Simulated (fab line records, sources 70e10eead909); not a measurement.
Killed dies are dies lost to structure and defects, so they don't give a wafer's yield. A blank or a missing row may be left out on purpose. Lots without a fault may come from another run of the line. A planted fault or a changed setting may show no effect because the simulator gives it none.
fab line records | flow nand_harc
record lots=23 wafers=69 last_day=24
route steps=1159 shown A_CHANNEL_HOLE_D1@471 A_STAIRCASE@562
lots that met no fault: from a run of the same line without faults
start_h: hours from the record's first day to the start of the lot's first wafer shown | wait_h: hours since the lot's step before | " the same as in the row above | L1.1+2: a row that stands for several wafers | - no value, or no start given | * or withheld: withheld | < > ~ a bound
route shown NAME@n: a module of which the file shows steps, and the number in the route of the first | usual: mean/standard deviation of fault-free wafers | same: alike in all rows | chamber/n: place in a boat | sites: the reading at each site | _std_site: their standard deviation | _edge_site: outer sites' mean less inner sites' | radius_mm: how far each site lies from the wafer's centre | mask NAME#n: copy n | behind: the tool/chamber that last shaped the wafer | hold: why the lot was held/for how many hours/how that ended | device: the transistor (n, p or np) that didn't switch | end of line: the same wafers' tests at the end of the route | a step without rows: its recipe alone | killed: dies lost to structure and defects at the first sort, not the wafer's yield | map: a wafer's dies, x killed, . not, _ none there
set.NAME: the setting as run; set.NAME@STEP: as run at that earlier step | model.NAME: the simulator's own value behind a step, which no gauge read
steps of the route over a sample of lots; a table a step, a row a wafer
services: from which hour (start_h, from the record's first day; less than 0 if before it) a tool's chamber was out of use, for how many hours, and why
## steps
# step NHARC_A_CHANNEL_HOLE_D1_ETCH_19
# recipe bias_v=1200 source_w=2500 pressure_mtorr=15 time_s=34.5 ar_flow_sccm=375 c4f8_flow_sccm=28.8 o2_flow_sccm=96.2 temp_c=-20 target_depth_a=* chemistry=C4F8/O2/Ar
# usual drypump_motor_current_A=5.6/0.35 showerhead_plenum_p_Torr=3.79/0.15 temp_c=-20.01/0.11 throttle_valve_pct=37.037/0.0087
# columns lot.wafer tool chamber start_h wait_h drypump_motor_current_A rf_hours_counter_h showerhead_plenum_p_Torr temp_c throttle_valve_pct
L074.2 har_etch-02 0 188.92 0.1 5.4 105 3.57 -20.03 37.029
L074.3 " 0 " " 5.4 - 3.57 -20.04 37.049
L074.5 " 1 " " 5.9 - 3.92 -19.92 37.029
L075.2 har_etch-01 0 189.05 0.1 6.1 187 3.87 -19.98 37.039
L075.5 " 0 " " 6.1 - 3.88 -20.00 37.040
L075.6 " 1 " " 5.1 - 3.87 -19.99 37.041
L077.2 har_etch-02 0 193.09 3.9 5.4 109 3.57 -20.04 37.040
L077.4 " 1 " " 5.8 - 3.92 -19.89 37.035
L077.3 " 0 " " 5.4 - 3.57 -20.08 37.039
L076.1 har_etch-01 0 193.22 2.6 6.1 191 3.87 -19.99 37.024
L076.2 " 1 " " 5.1 191 3.87 -20.08 37.041
L076.6 " 1 " " 5.1 - 3.87 -20.09 37.040
L078.2 har_etch-01 0 205.94 0.1 6.1 197 3.87 -20.15 37.041
L078.1 " 1 " " 5.1 197 3.87 -20.04 37.025
L078.3 " 0 " " 6.1 - 3.87 -19.91 37.040
L080.1 har_etch-02 0 214.35 0.1 5.4 118 3.56 -20.04 37.038
L080.2 " 1 " " 5.9 118 3.92 -19.93 37.034
L080.6 " 1 " " 5.9 - 3.92 -19.87 37.048
L081.2 har_etch-01 0 214.50 0.1 6.1 201 3.87 -20.25 37.033
L081.3 " 1 " " 5.1 - 3.87 -19.86 37.039
L081.5 " 1 " " 5.1 - 3.87 -19.89 37.039
L079.2 har_etch-02 0 218.55 3.6 5.5 121 3.56 -19.87 37.032
L079.4 " 1 " " 5.9 - 3.91 -20.06 37.039
L079.3 " 0 " " 5.4 - 3.56 -19.91 37.042
L082.2 har_etch-01 0 223.76 0.1 6.1 204 3.86 -20.09 37.038
L082.3 " 1 " " 5.1 - 3.86 -20.10 37.025
L082.5 " 0 " " 6.1 - 3.86 -19.98 37.031
L084.1 har_etch-01 1 235.65 0.1 5.1 210 3.86 -20.16 37.017
L084.2 " 0 " " 6.0 210 3.86 -19.95 37.026
L084.6 " 0 " " 6.1 - 3.86 -19.96 37.035
L083.2 har_etch-02 0 237.34 0.1 5.4 128 3.56 -20.18 37.036
L083.3 " 0 " " 5.4 - 3.56 -20.10 37.039
L083.4 " 1 " " 5.9 - 3.91 -20.04 37.053
L088.4 har_etch-02 0 253.58 0.1 5.5 - 3.56 -20.19 37.039
L088.6 " 1 " " 5.9 - 3.91 -19.88 37.047
L088.5 " 0 " " 5.4 - 3.56 -20.08 37.038
L085.2 har_etch-01 1 258.57 0.1 5.2 222 3.85 -20.11 37.024
L085.3 " 1 " " 5.1 - 3.85 -20.21 37.043
L085.5 " 1 " " 5.1 - 3.85 -20.23 37.035
L090.1 har_etch-02 1 269.65 0.1 5.9 139 3.90 -20.15 37.042
L090.5 " 1 " " 5.9 - 3.90 -19.85 37.048
L090.6 " 0 " " 5.4 - 3.55 -19.96 37.047
L089.1 har_etch-01 0 271.36 0.1 6.1 226 3.85 -19.93 37.037
L089.2 " 1 " " 5.2 226 3.85 -19.90 37.025
L089.3 " 0 " " 6.1 - 3.85 -20.07 37.029
L086.3 har_etch-02 0 273.86 0.8 5.4 - 3.55 -20.15 37.040
L086.6 " 1 " " 5.9 - 3.90 -19.75 37.020
L086.5 " 0 " " 5.5 - 3.55 -20.03 37.030
L091.2 har_etch-02 0 281.04 0.1 5.4 149 3.55 -20.08 37.022
L091.6 " 0 " " 5.4 - 3.55 -20.02 37.025
L091.5 " 1 " " 5.8 - 3.90 -20.04 37.029
L094.2 har_etch-01 1 284.97 0.1 5.1 235 3.85 -19.98 37.049
L094.3 " 0 " " 6.1 - 3.85 -19.98 37.059
L094.6 " 0 " " 6.1 - 3.85 -20.03 37.031
L092.1 har_etch-02 1 285.23 0.2 5.9 152 3.89 -20.03 37.040
L092.2 " 0 " " 5.5 152 3.55 -19.92 37.043
L092.4 " 0 " " 5.4 - 3.55 -19.88 37.042
L093.3 har_etch-01 0 289.17 2.8 6.1 - 3.85 -20.15 37.030
L093.6 " 1 " " 5.1 - 3.84 -20.09 37.030
L093.5 " 0 " " 6.1 - 3.85 -20.30 37.047
L097.2 har_etch-02 0 311.85 1.8 5.4 162 3.54 -20.05 37.044
L097.1 " 1 " " 5.9 162 3.89 -20.14 37.040
L097.4 " 1 " " 5.9 - 3.89 -20.11 37.032
L095.1 har_etch-02 1 316.02 4.0 5.9 166 3.89 -20.09 37.037
L095.2 " 0 " " 5.4 166 3.54 -20.00 37.028
L095.5 " 1 " " 5.9 - 3.89 -19.92 37.034
L096.2 har_etch-02 0 320.19 7.1 5.4 170 3.54 -19.94 37.034
L096.3 " 1 " " 5.9 - 3.89 -20.06 37.044
L096.6 " 0 " " 5.4 - 3.54 -20.13 37.050
# step NHARC_A_CHANNEL_HOLE_D1_ETCH_44
# recipe target_depth_a=1400 overetch_a=140 time_s=77 ion_energy_ev=100 cf4_flow_sccm=80 o2_flow_sccm=20 ar_flow_sccm=0 rf_w=300 bias_w=100 chemistry=CF4/O2
# usual drypump_motor_current_A=6.0/0.37 oes_product_au=0.998/0.0071 rf_vpp_V=198.2/1.3 showerhead_plenum_p_Torr=1.35/0.046 throttle_valve_pct=13.398/0.0091
# columns lot.wafer tool chamber start_h wait_h drypump_motor_current_A oes_product_au rf_hours_counter_h rf_vpp_V showerhead_plenum_p_Torr throttle_valve_pct
L074.2 rie_diel-13 1 193.63 0.1 5.6 1.001 5 197.2 1.34 13.400
L074.3 " 0 " " 6.2 1.002 5 196.2 1.33 13.401
L074.5 " 1 " " 5.6 0.988 - 199.4 1.34 13.395
L075.2 rie_diel-03 1 193.78 0.1 6.2 1.000 10 197.8 1.34 13.394
L075.5 " 1 " " 6.2 0.998 - 197.7 1.34 13.389
L075.6 " 2 " " 5.3 1.010 - 199.0 1.35 13.387
L077.3 rie_diel-03 3 197.77 0.1 6.3 0.999 9 199.7 1.38 13.393
L077.2 " 0 " " 6.2 1.006 10 199.2 1.38 13.396
L077.4 " 1 " " 6.2 1.005 10 197.7 1.34 13.405
L076.1 rie_diel-13 2 197.95 0.0 5.9 1.003 6 195.9 1.25 13.401
L076.2 " 1 " " 5.7 1.004 5 197.3 1.34 13.394
L076.6 " 3 " " 5.8 1.005 - 198.5 1.41 13.396
L078.1 rie_diel-08 2 210.66 0.1 5.6 0.995 6 198.3 1.39 13.402
L078.3 " 3 " " 5.9 0.999 5 199.8 1.43 13.392
L078.2 " 1 " " 6.7 1.000 5 199.0 1.40 13.406
L080.1 rie_diel-13 3 219.12 0.1 5.8 1.004 8 199.1 1.41 13.401
L080.2 " 1 " " 5.6 1.002 6 197.4 1.34 13.407
L080.6 " 3 " " 5.8 1.000 - 198.4 1.41 13.412
L081.3 rie_diel-13 0 219.56 0.4 6.3 1.000 7 197.8 1.33 13.405
L081.2 " 1 " " 5.6 0.997 6 198.3 1.34 13.402
L081.5 " 3 " " 5.8 1.000 - 199.2 1.41 13.381
L079.2 rie_diel-13 2 223.24 0.0 5.9 0.987 8 196.0 1.25 13.383
L079.4 " 3 " " 5.8 1.003 9 199.4 1.41 13.395
L079.3 " 0 " " 6.3 0.989 7 196.8 1.33 13.405
L082.2 rie_diel-13 1 228.48 0.1 5.6 1.009 6 197.5 1.34 13.410
L082.3 " 3 " " 5.8 1.012 9 198.3 1.41 13.399
L082.5 " 1 " " 5.6 0.996 - 197.6 1.34 13.387
L084.2 rie_diel-13 0 240.36 0.0 6.3 0.999 9 195.9 1.33 13.398
L084.1 " 2 " " 5.9 0.999 10 196.4 1.25 13.394
L084.6 " 0 " " 6.3 0.997 - 198.8 1.33 13.388
L083.2 rie_diel-03 1 242.12 0.1 6.2 0.997 1 196.6 1.34 13.388
L083.3 " 2 " " 5.3 1.002 2 198.6 1.34 13.388
L083.4 " 2 " " 5.3 1.000 - 198.7 1.34 13.382
L088.4 rie_diel-13 3 258.26 0.1 5.8 1.008 12 198.8 1.41 13.391
L088.5 " 3 " " 5.8 0.994 - 199.8 1.41 13.394
L088.6 " 0 " " 6.3 1.000 - 198.7 1.33 13.416
L085.2 rie_diel-13 0 263.30 0.0 6.3 0.997 10 196.5 1.33 13.391
L085.3 " 3 " " 5.8 0.992 12 200.7 1.41 13.396
L085.5 " 1 " " 5.6 0.993 - 197.5 1.34 13.405
L090.1 rie_diel-03 0 274.37 0.1 6.2 0.992 3 199.2 1.38 13.411
L090.5 " 3 " " 6.3 0.989 - 197.3 1.38 13.383
L090.6 " 0 " " 6.2 0.990 - 198.4 1.38 13.384
L089.3 rie_diel-03 2 276.10 0.1 5.3 0.983 4 198.3 1.34 13.391
L089.2 " 3 " " 6.3 0.991 3 198.6 1.38 13.388
L089.1 " 0 " " 6.2 0.987 3 195.3 1.38 13.383
L086.3 rie_diel-03 1 278.54 0.1 6.2 0.998 4 199.9 1.34 13.407
L086.6 " 3 " " 6.3 0.998 - 199.6 1.38 13.408
L086.5 " 0 " " 6.2 0.987 - 199.9 1.38 13.404
L091.2 rie_diel-13 1 285.79 0.1 5.6 1.006 0 198.2 1.34 13.394
L091.5 " 1 " " 5.6 1.007 - 196.9 1.34 13.397
L091.6 " 2 " " 5.9 1.006 - 197.0 1.25 13.391
L094.2 rie_diel-13 0 289.68 0.1 6.3 0.994 0 197.3 1.33 13.418
L094.3 " 3 " " 5.8 0.998 0 199.3 1.41 13.406
L094.6 " 0 " " 6.3 0.992 - 198.2 1.33 13.392
L092.1 rie_diel-03 1 289.94 0.1 6.2 0.997 6 198.6 1.34 13.412
L092.4 " 2 " " 5.3 0.988 6 198.2 1.34 13.391
L092.2 " 0 " " 6.2 0.998 5 199.6 1.38 13.410
L093.3 rie_diel-03 3 293.85 0.1 6.3 0.988 5 199.5 1.38 13.411
L093.5 " 2 " " 5.2 0.981 - 197.4 1.34 13.401
L093.6 " 3 " " 6.3 1.001 - 198.2 1.38 13.382
L097.4 rie_diel-03 3 316.58 0.1 6.3 0.998 6 198.6 1.38 13.398
L097.1 " 0 " " 6.2 0.994 7 197.2 1.38 13.401
L097.2 " 2 " " 5.2 1.011 7 198.0 1.34 13.404
L095.1 rie_diel-03 2 320.75 0.1 5.2 1.007 7 198.8 1.34 13.397
L095.2 " 0 " " 6.2 0.990 7 197.9 1.38 13.391
L095.5 " 2 " " 5.2 0.998 - 198.5 1.34 13.403
L096.3 rie_diel-08 2 324.92 0.1 5.5 0.995 1 199.7 1.39 13.387
L096.2 " 3 " " 5.9 1.003 2 199.4 1.43 13.404
L096.6 " 1 " " 6.7 1.011 - 198.9 1.40 13.383
# step NHARC_A_CHANNEL_HOLE_D1_INSPECT_40
# usual raw_defect_count=60/15
# columns lot.wafer tool chamber start_h wait_h raw_defect_count
L074.2 defect_inspect-01 - 194.62 - 53
L074.3 " - " " 66
L074.5 " - " " 68
L075.2 defect_inspect-01 - 194.77 - 60
L075.5 " - " " 44
L075.6 " - " " 54
L077.2 defect_inspect-02 - 198.74 - 45
L077.3 " - " " 44
L077.4 " - " " 35
L076.1 defect_inspect-01 - 198.93 - 87
L076.2 " - " " 65
L076.6 " - " " 70
L078.1 defect_inspect-01 - 211.64 - 33
L078.2 " - " " 47
L078.3 " - " " 60
L080.1 defect_inspect-01 - 220.12 - 58
L080.2 " - " " 51
L080.6 " - " " 66
L081.2 defect_inspect-01 - 220.53 - 55
L081.3 " - " " 87
L081.5 " - " " 67
L079.2 defect_inspect-01 - 224.23 - 66
L079.3 " - " " 60
L079.4 " - " " 62
L082.2 defect_inspect-01 - 229.48 - 38
L082.3 " - " " 64
L082.5 " - " " 56
L084.1 defect_inspect-01 - 241.35 - 76
L084.2 " - " " 58
L084.6 " - " " 59
L083.2 defect_inspect-02 - 243.22 - 53
L083.3 " - " " 53
L083.4 " - " " 43
L088.4 defect_inspect-02 - 259.25 - 50
L088.5 " - " " 77
L088.6 " - " " 58
L085.2 defect_inspect-02 - 264.32 - 48
L085.3 " - " " 67
L085.5 " - " " 63
L090.1 defect_inspect-01 - 275.34 - 96
L090.5 " - " " 52
L090.6 " - " " 57
L089.1 defect_inspect-02 - 277.07 - 85
L089.2 " - " " 72
L089.3 " - " " 74
L086.3 defect_inspect-02 - 279.50 - 34
L086.5 " - " " 45
L086.6 " - " " 23
L091.2 defect_inspect-02 - 286.77 - 52
L091.5 " - " " 58
L091.6 " - " " 69
L094.2 defect_inspect-02 - 290.66 - 78
L094.3 " - " " 63
L094.6 " - " " 67
L092.1 defect_inspect-02 - 290.92 - 43
L092.2 " - " " 90
L092.4 " - " " 63
L093.3 defect_inspect-01 - 294.85 - 78
L093.5 " - " " 61
L093.6 " - " " 92
L097.1 defect_inspect-02 - 317.57 - 67
L097.2 " - " " 62
L097.4 " - " " 71
L095.1 defect_inspect-01 - 321.74 - 75
L095.2 " - " " 55
L095.5 " - " " 58
L096.2 defect_inspect-01 - 325.90 - 56
L096.3 " - " " 69
L096.6 " - " " 82
# step NHARC_A_STAIRCASE_ETCH_25
# recipe target_depth_a=1000 time_s=40.5 ion_energy_ev=400 c4f8_flow_sccm=20 o2_flow_sccm=10 ar_flow_sccm=withheld rf_w=600 bias_w=1000 chemistry=C4F8/O2
# usual oes_product_au=0.941/0.016 rf_vpp_V=899/5.4
# columns lot.wafer tool chamber start_h wait_h oes_product_au rf_hours_counter_h rf_vpp_V
L074.2 rie_diel-12 1 - - 0.932 11 903
L074.3 " 2 " " 0.952 13 897
L074.5 " 1 " " 0.945 - 906
L075.2 rie_diel-05 3 - - 0.959 22 897
L075.5 " 1 " " 0.947 - 897
L075.6 " 2 " " 0.945 - 903
L077.3 rie_diel-12 0 - - 0.939 12 905
L077.4 " 2 " " 0.947 15 897
L077.2 " 3 " " 0.933 14 902
L076.1 rie_diel-12 1 - - 0.929 13 904
L076.2 " 2 " " 0.938 15 898
L076.6 " 1 " " 0.931 - 904
L078.2 rie_diel-02 1 - - 0.946 40 888
L078.1 " 2 " " 0.930 41 895
L078.3 " 3 " " 0.936 37 889
L081.2 rie_diel-02 0 - - 0.953 40 890
L081.3 " 1 " " 0.942 43 887
L081.5 " 0 " " 0.955 - 889
L080.2 rie_diel-12 2 - - 0.946 21 898
L080.1 " 3 " " 0.931 22 902
L080.6 " 3 " " 0.934 - 900
L079.4 rie_diel-05 1 - - 0.934 38 895
L079.3 " 2 " " 0.941 41 901
L079.2 " 3 " " 0.938 34 896
L082.2 rie_diel-05 3 - - 0.935 38 894
L082.3 " 0 " " 0.942 43 897
L082.5 " 3 " " 0.934 - 896
L083.4 rie_diel-12 3 - - 0.928 31 902
L083.3 " 0 " " 0.921 31 906
L083.2 " 1 " " 0.944 30 904
L084.1 rie_diel-02 1 - - 0.936 48 888
L084.2 " 3 " " 0.925 51 888
L084.6 " 1 " " 0.938 - 888
L088.4 rie_diel-05 2 - - 0.927 54 901
L088.5 " 3 " " 0.945 - 896
L088.6 " 0 " " 0.931 - 898
L085.3 rie_diel-05 1 - - 0.934 52 896
L085.2 " 0 " " 0.931 53 898
L085.5 " 1 " " 0.940 - 897
L089.1 rie_diel-12 1 - - 0.952 42 903
L089.3 " 3 " " 0.929 44 901
L089.2 " 0 " " 0.941 45 905
L090.1 rie_diel-05 3 - - 0.930 55 896
L090.6 " 2 " " 0.926 - 900
L090.5 " 3 " " 0.921 - 896
L086.3 rie_diel-05 1 - - 0.961 59 897
L086.6 " 1 " " 0.954 - 895
L086.5 " 2 " " 0.952 - 902
L094.2 rie_diel-02 1 - - 0.952 2 886
L094.3 " 2 " " 0.943 4 894
L094.6 " 1 " " 0.948 - 889
L091.2 rie_diel-12 1 - - 0.930 49 904
L091.5 " 1 " " 0.942 - 903
L091.6 " 3 " " 0.915 - 901
L092.1 rie_diel-12 1 - - 0.942 50 906
L092.2 " 3 " " 0.937 52 901
L092.4 " 0 " " 0.939 - 905
L093.3 rie_diel-12 3 - - 0.942 55 901
L093.6 " 0 " " 0.929 - 905
L093.5 " 1 " " 0.939 - 905
L097.2 rie_diel-12 3 - - 0.934 60 901
L097.4 " 0 " " 0.947 61 903
L097.1 " 2 " " 0.933 49 897
L095.2 rie_diel-05 3 379.61 - 1.003 11 894
L095.1 " 2 " " 1.003 7 901
L095.5 " 0 " " 0.997 - 898
L096.3 rie_diel-05 2 - - 0.949 7 903
L096.2 " 0 " " 0.935 10 899
L096.6 " 2 " " 0.949 - 902
# step NHARC_A_STAIRCASE_TRIM_189
# recipe time_s=211.2 o2_flow_sccm=500 ar_flow_sccm=0 bias_w=0 chemistry=O2
# usual drypump_motor_current_A=5.9/0.36 oes_product_au=0.999/0.0085 rf_vpp_V=57.9/0.85 showerhead_plenum_p_Torr=3.58/0.16 throttle_valve_pct=17.035/0.0093
# columns lot.wafer tool chamber start_h wait_h drypump_motor_current_A oes_product_au rf_hours_counter_h rf_vpp_V showerhead_plenum_p_Torr throttle_valve_pct
L074.2 rie_diel-12 1 - - 5.9 0.999 11 58.8 3.77 17.032
L074.3 " 0 " " 5.8 0.991 11 58.7 3.80 17.035
L074.5 " 2 " " 5.8 1.009 - 58.2 3.57 17.031
L075.2 rie_diel-05 3 - - 6.7 0.999 22 57.8 3.53 17.016
L075.6 " 1 " " 5.9 0.985 - 56.5 3.53 17.035
L075.5 " 2 " " 6.2 0.993 - 58.3 3.71 17.038
L076.2 rie_diel-02 1 - - 6.3 1.009 37 56.7 3.32 17.032
L076.1 " 3 " " 6.4 0.996 35 57.8 3.32 17.030
L076.6 " 2 " " 5.3 0.993 - 58.8 3.48 17.049
L077.2 rie_diel-12 1 - - 5.9 0.991 15 59.2 3.77 17.037
L077.4 " 2 " " 5.8 0.984 16 58.3 3.57 17.042
L077.3 " 3 " " 5.5 0.982 16 58.0 3.68 17.015
L078.1 rie_diel-12 1 - - 5.9 0.987 19 57.5 3.76 17.040
L078.3 " 2 " " 5.8 1.013 20 58.0 3.57 17.043
L078.2 " 3 " " 5.5 0.998 20 57.1 3.68 17.038
L081.2 rie_diel-12 2 - - 5.8 1.000 22 57.9 3.57 17.040
L081.3 " 3 " " 5.5 0.992 22 57.6 3.67 17.021
L081.5 " 1 " " 5.9 1.004 - 57.2 3.76 17.045
L080.1 rie_diel-02 0 - - 5.7 1.008 41 56.8 3.33 17.037
L080.2 " 2 " " 5.3 1.000 43 58.0 3.48 17.036
L080.6 " 1 " " 6.3 1.015 - 56.7 3.31 17.032
L079.3 rie_diel-05 3 - - 6.6 1.008 35 58.8 3.52 17.035
L079.4 " 1 " " 5.9 1.001 39 57.9 3.53 17.055
L079.2 " 2 " " 6.2 1.008 42 57.4 3.70 17.032
L082.3 rie_diel-02 0 - - 5.7 1.014 47 57.0 3.33 17.052
L082.2 " 1 " " 6.3 1.007 48 56.9 3.31 17.042
L082.5 " 3 " " 6.4 1.013 - 56.4 3.32 17.025
L083.2 rie_diel-12 3 - - 5.5 1.002 32 58.6 3.67 17.053
L083.3 " 0 " " 5.8 0.990 32 57.6 3.79 17.026
L083.4 " 1 " " 5.9 0.998 31 58.5 3.76 17.029
L084.2 rie_diel-05 0 - - 5.8 1.001 48 56.7 3.58 17.041
L084.1 " 3 " " 6.6 1.008 44 59.1 3.51 17.029
L084.6 " 1 " " 6.0 1.007 - 58.2 3.52 17.028
L088.4 rie_diel-12 2 - - 5.8 0.995 38 58.5 3.56 17.027
L088.5 " 2 " " 5.8 0.979 - 57.2 3.56 17.036
L088.6 " 3 " " 5.5 0.993 - 57.4 3.66 17.045
L085.3 rie_diel-02 3 - - 6.4 1.008 56 56.9 3.31 17.036
L085.2 " 1 " " 6.3 1.015 53 57.6 3.31 17.043
L085.5 " 2 " " 5.3 0.998 - 58.9 3.47 17.037
L089.3 rie_diel-05 2 - - 6.1 1.004 61 58.1 3.69 17.048
L089.1 " 3 " " 6.6 1.013 57 56.3 3.51 17.030
L089.2 " 0 " " 5.8 0.993 62 58.9 3.58 17.015
L090.1 rie_diel-12 1 - - 5.9 0.997 43 59.7 3.75 17.030
L090.5 " 3 " " 5.5 1.008 - 57.2 3.66 17.029
L090.6 " 0 " " 5.8 1.004 - 57.6 3.78 17.024
L086.3 rie_diel-05 0 - - 5.8 0.991 63 58.6 3.58 17.038
L086.6 " 1 " " 5.9 0.999 - 57.4 3.52 17.025
L086.5 " 2 " " 6.2 0.989 - 57.0 3.69 17.024
L091.2 rie_diel-02 2 - - 5.3 0.992 6 57.5 3.47 17.033
L091.6 " 0 " " 5.7 1.002 - 56.6 3.32 17.025
L091.5 " 1 " " 6.3 0.992 - 57.2 3.31 17.038
L094.2 rie_diel-12 0 - - 5.8 0.983 53 59.1 3.78 17.051
L094.3 " 1 " " 5.9 0.996 51 58.9 3.75 17.043
L094.6 " 0 " " 5.8 0.996 - 59.0 3.78 17.029
L092.2 rie_diel-02 2 - - 5.3 0.994 8 56.9 3.47 17.049
L092.1 " 3 " " 6.4 1.008 8 57.5 3.30 17.048
L092.4 " 0 " " 5.7 1.004 7 57.6 3.32 17.035
L093.3 rie_diel-12 1 - - 5.9 0.993 54 59.1 3.74 17.026
L093.5 " 1 " " 5.9 1.000 - 57.2 3.74 17.033
L093.6 " 3 " " 5.5 0.991 - 58.2 3.65 17.040
L097.1 rie_diel-05 2 - - 6.2 1.002 6 57.1 3.69 17.041
L097.4 " 0 " " 5.8 1.003 9 59.5 3.57 17.026
L097.2 " 1 " " 5.9 1.017 9 58.5 3.51 17.032
L095.2 rie_diel-05 2 - - 6.2 0.996 9 58.6 3.69 17.024
L095.1 " 3 " " 6.7 0.998 14 58.8 3.50 17.032
L095.5 " 1 " " 5.9 1.005 - 57.9 3.51 17.035
L096.2 rie_diel-05 3 - - 6.6 0.992 14 58.0 3.50 17.041
L096.3 " 2 " " 6.1 1.003 9 58.6 3.68 17.029
L096.6 " 0 " " 5.8 0.989 - 57.9 3.57 17.024
# step NHARC_A_STAIRCASE_TRIM_191
# recipe time_s=211.2 o2_flow_sccm=500 ar_flow_sccm=0 bias_w=0 chemistry=O2
# usual drypump_motor_current_A=5.9/0.36 oes_product_au=0.998/0.0072 rf_vpp_V=57.8/0.88 showerhead_plenum_p_Torr=3.57/0.16 throttle_valve_pct=17.037/0.009
# columns lot.wafer tool chamber start_h wait_h drypump_motor_current_A oes_product_au rf_hours_counter_h rf_vpp_V showerhead_plenum_p_Torr throttle_valve_pct
L074.2 rie_diel-12 1 - - 5.9 1.004 11 58.4 3.77 17.034
L074.3 " 0 " " 5.8 1.002 11 58.6 3.80 17.038
L074.5 " 1 " " 5.9 1.001 - 57.4 3.77 17.042
L075.2 rie_diel-05 2 - - 6.1 1.001 31 57.4 3.71 17.041
L075.5 " 3 " " 6.7 1.007 - 57.1 3.53 17.045
L075.6 " 0 " " 5.8 0.996 - 58.1 3.60 17.043
L076.1 rie_diel-02 1 - - 6.3 0.998 37 56.0 3.32 17.038
L076.2 " 2 " " 5.3 0.992 38 56.9 3.48 17.029
L076.6 " 0 " " 5.7 0.994 - 57.7 3.33 17.019
L077.2 rie_diel-12 1 - - 5.9 1.008 16 58.2 3.77 17.041
L077.3 " 2 " " 5.8 0.994 17 56.7 3.57 17.036
L077.4 " 0 " " 5.8 0.999 16 59.0 3.80 17.034
L078.2 rie_diel-12 0 - - 5.8 0.993 19 58.0 3.80 17.033
L078.1 " 2 " " 5.8 1.002 20 57.8 3.57 17.027
L078.3 " 3 " " 5.5 0.993 20 59.3 3.68 17.040
L081.3 rie_diel-12 3 - - 5.5 0.999 22 58.3 3.67 17.043
L081.2 " 1 " " 5.9 0.999 21 59.2 3.76 17.025
L081.5 " 3 " " 5.5 0.999 - 58.8 3.67 17.020
L080.1 rie_diel-02 1 - - 6.3 1.017 44 57.7 3.31 17.039
L080.2 " 2 " " 5.3 1.003 44 56.7 3.48 17.015
L080.6 " 1 " " 6.3 1.012 - 56.6 3.31 17.038
L079.2 rie_diel-05 2 - - 6.2 0.985 42 58.9 3.70 17.041
L079.4 " 3 " " 6.7 0.995 35 57.6 3.52 17.048
L079.3 " 0 " " 5.8 0.994 39 57.0 3.59 17.049
L082.2 rie_diel-02 3 - - 6.4 0.998 48 58.5 3.32 17.028
L082.3 " 2 " " 5.3 0.996 48 59.3 3.48 17.035
L082.5 " 3 " " 6.4 0.999 - 57.9 3.32 17.039
L083.3 rie_diel-12 3 - - 5.5 0.996 32 56.7 3.67 17.026
L083.4 " 1 " " 5.9 1.001 31 58.1 3.76 17.025
L083.2 " 2 " " 5.8 1.007 32 57.9 3.56 17.038
L084.1 rie_diel-05 3 - - 6.6 1.001 44 57.6 3.51 17.028
L084.2 " 2 " " 6.1 0.997 50 57.8 3.70 17.044
L084.6 " 3 " " 6.7 0.988 - 57.3 3.51 17.040
L088.4 rie_diel-12 0 - - 5.8 0.995 39 57.2 3.79 17.026
L088.5 " 1 " " 5.9 0.996 - 57.4 3.75 17.025
L088.6 " 2 " " 5.8 0.984 - 58.5 3.56 17.038
L085.2 rie_diel-02 2 - - 5.3 0.997 58 59.0 3.47 17.034
L085.3 " 3 " " 6.4 1.001 56 57.5 3.31 17.023
L085.5 " 2 " " 5.3 0.997 - 57.4 3.47 17.027
L089.1 rie_diel-05 2 - - 6.1 0.997 62 58.6 3.69 17.042
L089.2 " 3 " " 6.7 0.996 57 56.6 3.51 17.026
L089.3 " 0 " " 5.8 0.996 62 57.6 3.58 17.051
L090.1 rie_diel-12 1 - - 5.9 0.997 43 58.0 3.75 17.043
L090.5 " 2 " " 5.8 0.998 - 56.8 3.55 17.024
L090.6 " 3 " " 5.5 1.003 - 58.5 3.66 17.036
L086.3 rie_diel-05 3 - - 6.6 0.982 58 57.5 3.51 17.041
L086.5 " 3 " " 6.7 0.990 - 57.9 3.51 17.046
L086.6 " 0 " " 5.8 0.996 - 57.2 3.58 17.031
L091.2 rie_diel-02 0 - - 5.7 1.009 6 57.1 3.32 17.034
L091.5 " 3 " " 6.4 0.999 - 57.2 3.30 17.034
L091.6 " 0 " " 5.7 0.998 - 58.4 3.32 17.036
L094.2 rie_diel-12 3 - - 5.5 0.996 52 60.3 3.66 17.036
L094.3 " 1 " " 5.9 0.997 51 57.7 3.75 17.043
L094.6 " 0 " " 5.8 0.986 - 58.2 3.78 17.038
L092.1 rie_diel-02 0 - - 5.7 1.008 7 57.7 3.32 17.037
L092.2 " 1 " " 6.3 0.997 5 57.0 3.30 17.034
L092.4 " 2 " " 5.3 0.999 8 57.9 3.47 17.043
L093.3 rie_diel-12 0 - - 5.8 0.989 56 58.7 3.78 17.042
L093.5 " 0 " " 5.8 0.991 - 59.7 3.78 17.033
L093.6 " 1 " " 5.9 0.997 - 58.0 3.74 17.022
L097.2 rie_diel-05 3 - - 6.6 1.002 10 58.1 3.50 17.024
L097.1 " 1 " " 6.0 1.012 9 58.4 3.51 17.059
L097.4 " 2 " " 6.1 1.011 6 58.9 3.69 17.031
L095.1 rie_diel-05 0 - - 5.8 0.999 13 57.3 3.57 17.025
L095.2 " 1 " " 5.9 1.011 12 56.9 3.51 17.043
L095.5 " 0 " " 5.8 1.000 - 57.3 3.57 17.043
L096.2 rie_diel-05 1 - - 6.0 0.998 12 57.9 3.51 17.019
L096.3 " 2 " " 6.2 1.015 9 59.3 3.68 17.029
L096.6 " 1 " " 6.0 1.008 - 59.5 3.51 17.029
## services
# columns tool chamber start_h hours kind
rie_diel-05 3 180.98 16.1 repair
rie_diel-12 0 181.44 - clean
rie_diel-08 - 192.67 0.3 repair
rie_diel-12 - 202.46 9.0 pm
rie_diel-13 1 213.05 1.9 repair
rie_diel-03 - 215.42 9.0 pm
rie_diel-02 0 224.67 5.0 repair
rie_diel-08 2 226.59 8.9 repair
rie_diel-02 3 227.64 13.0 repair
rie_diel-03 3 241.81 5.2 repair
rie_diel-02 2 269.84 3.8 repair
rie_diel-13 - 276.00 9.0 pm
rie_diel-02 1 290.03 6.3 repair
rie_diel-13 1 296.23 14.9 repair
rie_diel-13 2 300.98 4.1 repair
rie_diel-08 - 301.80 9.0 pm
har_etch-01 - 306.56 17.0 pm
rie_diel-02 - 328.07 9.0 pm
rie_diel-03 0 331.52 132.0 repair
rie_diel-12 2 339.80 17.4 repair
rie_diel-05 - 340.66 9.0 pm
rie_diel-03 1 351.85 5.0 repair
rie_diel-05 2 360.06 14.7 repair
rie_diel-12 - 379.51 9.0 pm
## key
fault none
